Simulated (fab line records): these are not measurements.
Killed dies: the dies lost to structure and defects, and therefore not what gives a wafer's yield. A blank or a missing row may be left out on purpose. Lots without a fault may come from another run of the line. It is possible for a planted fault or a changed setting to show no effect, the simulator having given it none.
Which tool is to blame? / flow nand harc / 18 wafers from 6 lots sampled at 3 of the route's 1302 steps

WHAT THE GAUGES READ, wafer by wafer
NHARC_A_BLC_CD_MEAS_10: target cd 100 nm.
lot=L565; measured=day 23 00:57; on=cd sem-02; cd nm (nm)=99.5 100.0 100.0
lot=L568; measured=day 25 12:44; on=cd sem-02; cd nm (nm)=100.4 99.4 99.7
lot=L573; measured=day 25 23:43; on=cd sem-02; cd nm (nm)=100.0 99.8 98.9
lot=L581; measured=day 29 00:28; on=cd sem-01; cd nm (nm)=94.2 94.9 93.1
lot=L585; measured=day 30 08:44; on=cd sem-01; cd nm (nm)=100.9 101.4 100.7
lot=L588; measured=day 32 04:37; on=cd sem-01; cd nm (nm)=98.4 99.6 100.3

EACH LOT AND THE TOOL THAT RAN IT (in order: tool; ch and the chambers of the sampled wafers; start)
lot=L565; NHARC_A_CONTACT_ETCH_139=har cap etch-01 ch 0,1, day 22 21:12; NHARC_A_BLC_DEVELOP_09=litho track-01 ch 0, day 23 00:00
lot=L568; NHARC_A_CONTACT_ETCH_139=har cap etch-03 ch 0,1, day 25 09:07; NHARC_A_BLC_DEVELOP_09=litho track-06 ch 0, day 25 12:00
lot=L573; NHARC_A_CONTACT_ETCH_139=har cap etch-02 ch 0,1, day 25 20:11; NHARC_A_BLC_DEVELOP_09=litho track-06 ch 0, day 25 23:00
lot=L581; NHARC_A_CONTACT_ETCH_139=har cap etch-01 ch 0,1, day 28 20:55; NHARC_A_BLC_DEVELOP_09=litho track-06 ch 0, day 29 00:00
lot=L585; NHARC_A_CONTACT_ETCH_139=har cap etch-01 ch 0,1, day 30 05:05; NHARC_A_BLC_DEVELOP_09=litho track-01 ch 0, day 30 08:00
lot=L588; NHARC_A_CONTACT_ETCH_139=har cap etch-02 ch 0,1, day 32 00:59; NHARC_A_BLC_DEVELOP_09=litho track-04 ch 0, day 32 04:00
- NHARC_A_CONTACT_ETCH_139: etches the open film in C4F8/O2/Ar, time 195 s, target depth 840 nm.
- NHARC_A_BLC_DEVELOP_09: develop time 35 s.

THE ANSWER, worked out from the rows above alone
Rule: the lots themselves supply what counts as usual. Put in order of their means at a reading, lots are off if they are a third of the lots or fewer, leave a main group of 4 or more, and stand apart from it by a gap of 3 or more times the standard deviation of the main group's means; of several such gaps the widest counts. If all means in a main group match to the digits the tables above print for the reading, that group is not used. A lot without any number at a reading at which 4 lots or more have one is off too. All remaining lots with rows at the step are treated as sound.
Off: L581, at NHARC_A_BLC_CD_MEAS_10 (cd nm). The main group has a mean of 99.9 nm with a standard deviation of 0.56.
A tool fits if, at a process step before that reading, it ran every lot that is off, and no sound lot after the first of them. The gauges at NHARC_A_BLC_CD_MEAS_10 are tried like those tools. One fits: litho track-06 at NHARC_A_BLC_DEVELOP_09. Its last sound lot is L573 (day 25 23:00), its first lot that is off L581 (day 29 00:00): a fault that began between those two fits.

WHAT THE SIMULATOR HAD PUT IN
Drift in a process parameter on litho track-06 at NHARC_A_BLC_DEVELOP_09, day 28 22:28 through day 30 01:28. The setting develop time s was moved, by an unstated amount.
Struck lots among those shown: L581. Same finding as the rule above.
